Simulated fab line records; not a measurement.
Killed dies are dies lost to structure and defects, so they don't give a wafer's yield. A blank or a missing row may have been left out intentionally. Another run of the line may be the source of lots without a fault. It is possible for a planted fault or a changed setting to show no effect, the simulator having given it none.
Chamber matching ; flow nand-harc ; NHARC_P_CONTACT_ALD_22 on ald-metal-02: 4 sister chambers
The step deposits TiN, target thk 3 nm, pulse time 1 s, ald cycles 150. 4 wafers are shown with their chamber, then 10 later ones without.

## WAFERS WITH THEIR CHAMBER
wafer;chamber;heater-power-w (W)
L085.3;2;1014
L085.6;3;1315
L087.2;1;1041
L087.4;0;1186

## WAFERS WITH NO CHAMBER GIVEN
wafer;heater-power-w (W)
L087.5;1342
L088.1;1018
L088.4;1034
L088.5;1029
L095.1;1044
L095.2;1182
L095.5;1028
L097.2;1050
L097.3;1171
L097.5;1152

## EACH ONE'S CHAMBER
wafer;from the rows above;in truth
L087.5;3;3
L088.1;can't be placed: 2 or 1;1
L088.4;can't be placed: 1 or 2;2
L088.5;can't be placed: 1 or 2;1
L095.1;can't be placed: 1 or 2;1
L095.2;0;0
L095.5;can't be placed: 1 or 2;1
L097.2;can't be placed: 1 or 2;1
L097.3;0;0
L097.5;0;0
Correct placement for 4 of the 10. Can't be placed from these rows: 6 (the true chamber is among the candidates in 6). 0 placed wrongly.
How it was worked out, from the rows above alone: a wafer's distance from a chamber is the root of the sum, over the readings, of the square of ((its reading less the chamber's mean) divided by the reading's scatter). The wafer belongs to the nearest chamber; if the next one is less than 2 further off, it can't be placed. A chamber's mean is the mean of its shown wafers. The scatter: root of mean squared gap, hidden wafer to nearest shown wafer, with one shown wafer a chamber.
